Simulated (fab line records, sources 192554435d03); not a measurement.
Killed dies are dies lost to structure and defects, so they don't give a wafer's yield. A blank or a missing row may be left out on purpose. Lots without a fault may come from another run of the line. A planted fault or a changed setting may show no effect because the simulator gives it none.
Which tool did it? | flow n5_finfet | 10 lots, 29 wafers sampled, at 5 steps of a route of 1938

WHAT THE GAUGES READ, wafer by wafer
N5_BEOL_M1_CD_MEAS_28: target cd y 23.3 nm.
lot  | measured     | on        | cd_nm (nm)
L151 | day 6 15:14  | cd_sem-03 | 23.93 23.72 24.42
L154 | day 7 09:17  | cd_sem-01 | 24.08 23.71
L152 | day 7 12:03  | cd_sem-03 | 23.69 24.04 24.12
L156 | day 7 17:50  | cd_sem-02 | 24.35 23.95 24.16
L163 | day 9 05:44  | cd_sem-03 | 24.06 23.99 23.71
L169 | day 10 18:22 | cd_sem-03 | 24.12 23.81 23.83
L171 | day 11 05:07 | cd_sem-03 | 23.85 24.12 23.41
L172 | day 11 12:08 | cd_sem-03 | 24.08 23.98 24.08
L173 | day 11 19:42 | cd_sem-03 | 24.35 24.27 24.16
L174 | day 12 02:47 | cd_sem-03 | 23.87 24.11 24.29

N5_BEOL_M1_OVL_MEAS_29.
lot  | measured     | on         | V0_OVL (nm)
L151 | day 6 15:17  | overlay-01 | -0.3 0.2 -0.6
L154 | day 7 09:19  | overlay-02 | 0.6 -0.1
L152 | day 7 12:05  | overlay-01 | -0.3 0.7 0.2
L156 | day 7 17:53  | overlay-01 | 1.0 -0.5 -0.1
L163 | day 9 05:47  | overlay-01 | -0.3 -1.6 -0.3
L169 | day 10 18:25 | overlay-01 | -0.4 -0.6 0.9
L171 | day 11 05:09 | overlay-02 | -0.5 -0.5 1.0
L172 | day 11 12:10 | overlay-02 | -0.9 -0.2 -0.3
L173 | day 11 19:44 | overlay-02 | -0.5 -0.3 -0.8
L174 | day 12 02:49 | overlay-01 | 0.3 -0.3 -0.7

N5_BEOL_M4_RC_MEAS_101.
lot  | measured     | on        | DIBL_N (mV/V)  | DIBL_P (mV/V)  | IOFF_N (nA/um) | IOFF_P (nA/um) | ION_N (uA/um) | ION_P (uA/um) | SS_N (mV/dec)  | SS_P (mV/dec)  | VT_N (mV)   | VT_P (mV)
L151 | day 12 07:17 | prober-01 | 36.6 38.5 40.1 | 36.6 38.0 42.1 | 0.17 0.20 0.26 | 0.24 0.25 0.36 | 669 675 688   | 464 460 471   | 72.1 72.3 72.8 | 72.7 73.1 73.9 | 249 248 243 | -245 -243 -241
L154 | day 12 12:42 | prober-02 | 38.0 37.4      | 37.0 37.3      | 0.19 0.16      | 0.20 0.21      | 692 681       | 462 459       | 71.4 71.2      | 73.3 73.3      | 247 249     | -252 -252
L152 | day 12 09:55 | prober-01 | 36.0 41.0 37.1 | 33.5 39.8 35.3 | 0.15 0.31 0.17 | 0.17 0.28 0.20 | 683 702 672   | 459 465 459   | 71.5 72.3 71.9 | 73.2 74.6 73.7 | 248 239 247 | -252 -246 -250
L156 | day 12 17:31 | prober-02 | 36.9 40.1 35.0 | 37.8 40.5 34.6 | 0.16 0.25 0.14 | 0.22 0.27 0.18 | 654 685 679   | 455 462 455   | 71.3 73.1 71.2 | 74.1 74.9 73.2 | 252 244 250 | -251 -249 -253
L163 | day 14 15:04 | prober-02 | 40.5 34.8 39.7 | 39.8 32.8 38.2 | 0.25 0.13 0.21 | 0.26 0.16 0.23 | 689 669 681   | 464 452 462   | 72.8 70.7 72.7 | 74.4 72.4 73.4 | 242 250 246 | -247 -253 -252
L169 | day 16 00:22 | prober-01 | 38.0 37.0 39.6 | 36.7 35.4 38.5 | 0.18 0.16 0.20 | 0.22 0.20 0.24 | 665 677 681   | 457 462 463   | 71.2 71.2 72.0 | 73.7 73.1 74.4 | 248 248 246 | -250 -249 -251
L171 | day 17 01:41 | prober-01 | 38.0 33.6 35.8 | 40.6 34.2 36.5 | 0.18 0.11 0.15 | 0.23 0.14 0.17 | 686 645 675   | 471 444 454   | 72.0 71.2 71.7 | 73.7 71.8 73.3 | 247 256 251 | -252 -253 -256
L172 | day 17 01:52 | prober-02 | 38.5 35.3 36.5 | 36.9 35.0 36.6 | 0.20 0.15 0.15 | 0.21 0.19 0.20 | 681 682 671   | 464 464 457   | 72.8 71.3 71.7 | 73.6 73.6 73.2 | 247 248 251 | -249 -249 -249
L173 | day 17 05:06 | prober-02 | 39.4 36.0 38.5 | 38.3 34.0 39.8 | 0.22 0.17 0.22 | 0.26 0.19 0.30 | 685 680 688   | 469 459 471   | 73.2 71.6 71.4 | 73.9 72.8 73.6 | 245 249 244 | -247 -251 -246
L174 | day 17 18:26 | prober-02 | 36.5 33.3 36.9 | 36.5 31.9 37.3 | 0.16 0.12 0.19 | 0.26 0.17 0.26 | 662 680 686   | 460 463 475   | 71.5 70.8 72.2 | 73.6 73.0 74.0 | 250 248 248 | -245 -251 -246

WHICH TOOL RAN EACH LOT (tool, then ch and the chambers of the sampled wafers, then the start)
lot  | N5_BEOL_M1_DESCUM_16               | N5_BEOL_M1_ETCH_77
L151 | rie_diel-02 ch 0,2,3, day 6 14:22  | rie_diel-03 ch 0,3, day 6 15:23
L154 | rie_diel-06 ch 1, day 7 08:32      | rie_diel-03 ch 0,3, day 7 09:26
L152 | rie_diel-06 ch 1,2,3, day 7 11:17  | rie_diel-03 ch 0,3, day 7 12:13
L156 | rie_diel-02 ch 0,1,3, day 7 16:58  | rie_diel-03 ch 0,1,3, day 7 18:01
L163 | rie_diel-02 ch 0,1,2, day 9 04:50  | rie_diel-06 ch 0,1, day 9 06:02
L169 | rie_diel-03 ch 2,3, day 10 17:26   | rie_diel-06 ch 0,1, day 10 18:32
L171 | rie_diel-03 ch 0,2,3, day 11 04:17 | rie_diel-06 ch 0,1,3, day 11 05:17
L172 | rie_diel-03 ch 0,1,3, day 11 11:21 | rie_diel-06 ch 0,2, day 11 12:17
L173 | rie_diel-06 ch 0,2,3, day 11 18:57 | rie_diel-03 ch 0,1, day 11 19:52
L174 | rie_diel-06 ch 0,1, day 12 01:55   | rie_diel-06 ch 0,1,2, day 12 02:56
- N5_BEOL_M1_DESCUM_16: chemistry O2, time 7 s.
- N5_BEOL_M1_ETCH_77: etches underlayer in N2/H2, target depth 6.5 nm, time 5.2 s.

WHAT THE TOOLS THEMSELVES READ (means of the sampled wafers that have a number; where no wafer has one, the mark that the record gives instead)
N5_BEOL_M1_DESCUM_16.
lot  | tool        | drypump_motor_current_A (A) | oes_product_au (a.u.) | rf_vpp_V (V) | showerhead_plenum_p_Torr (Torr) | throttle_valve_pct (%)
L151 | rie_diel-02 | 5.7                         | 0.82                  | 242.3        | 2.09                            | 20.3
L154 | rie_diel-06 | 5.7                         | 0.79                  | 242.6        | 2.03                            | 20.9
L152 | rie_diel-06 | 5.6                         | 0.73                  | 242.8        | 2.04                            | 20.5
L156 | rie_diel-02 | 5.3                         | 0.83                  | 242.0        | 2.13                            | 20.4
L163 | rie_diel-02 | 5.5                         | 0.77                  | 242.0        | 2.04                            | 20.6
L169 | rie_diel-03 | 6.1                         | 0.72                  | 242.0        | 2.02                            | 20.2
L171 | rie_diel-03 | 5.9                         | 0.78                  | 242.6        | 2.04                            | 20.3
L172 | rie_diel-03 | 5.9                         | 0.78                  | 243.3        | 2.09                            | 20.4
L173 | rie_diel-06 | 5.6                         | 0.85                  | 243.6        | 2.13                            | 20.1
L174 | rie_diel-06 | 5.7                         | 0.86                  | 242.6        | 2.04                            | 20.4

N5_BEOL_M1_ETCH_77.
lot  | tool        | drypump_motor_current_A (A) | etch_rf_on_time_s (s) | oes_product_au (a.u.) | rf_vpp_V (V) | showerhead_plenum_p_Torr (Torr) | throttle_valve_pct (%)
L151 | rie_diel-03 | 6.0                         | 5.28                  | 0.63                  | 525          | 2.53                            | 17.8
L154 | rie_diel-03 | 5.8                         | 5.26                  | 0.62                  | 524          | 2.52                            | 17.9
L152 | rie_diel-03 | 5.7                         | 6.31                  | 0.55                  | 523          | 2.51                            | 17.9
L156 | rie_diel-03 | 5.9                         | 5.70                  | 0.60                  | 523          | 2.56                            | 17.8
L163 | rie_diel-06 | 5.7                         | 5.17                  | 0.72                  | 521          | 2.44                            | 17.8
L169 | rie_diel-06 | 5.6                         | 5.23                  | 0.70                  | 522          | 2.43                            | 17.8
L171 | rie_diel-06 | 5.6                         | 5.17                  | 0.75                  | 525          | 2.54                            | 17.8
L172 | rie_diel-06 | 5.8                         | 5.18                  | 0.67                  | 525          | 2.58                            | 17.4
L173 | rie_diel-03 | 5.7                         | 5.02                  | 0.67                  | 526          | 2.57                            | 17.8
L174 | rie_diel-06 | 5.7                         | 5.19                  | 0.67                  | 523          | 2.51                            | 17.6

THE ANSWER, worked out from the rows above alone
Rule: what is usual is taken from the lots themselves. Put in order of their means at a reading, lots are off if they are a third of the lots or fewer, leave a main group of 4 or more, and stand apart from it by a gap of 3 or more times the standard deviation of the main group's means; of several such gaps the widest counts. A main group whose means are all the same, to the digits that the tables above print for the reading, isn't used. A lot without any number at a reading at which 4 lots or more have one is off too. The other lots that the step has rows for count as sound. The gauges are gone through in route order, then the tools' own readings, and for those a lot's mean is taken as printed above. The first step at which some lot is off is used, and at that step the reading that is off furthest; a lot without a number counts as furthest.
Off: L152, L156, at N5_BEOL_M1_ETCH_77 (etch_rf_on_time_s). The main group: mean 5.19 s, standard deviation 0.074.
A tool fits if, at that step or a process step before it, it ran every lot that is off, and no sound lot after the first of them. None of those tried fits.

WHAT THE SIMULATOR HAD PUT IN
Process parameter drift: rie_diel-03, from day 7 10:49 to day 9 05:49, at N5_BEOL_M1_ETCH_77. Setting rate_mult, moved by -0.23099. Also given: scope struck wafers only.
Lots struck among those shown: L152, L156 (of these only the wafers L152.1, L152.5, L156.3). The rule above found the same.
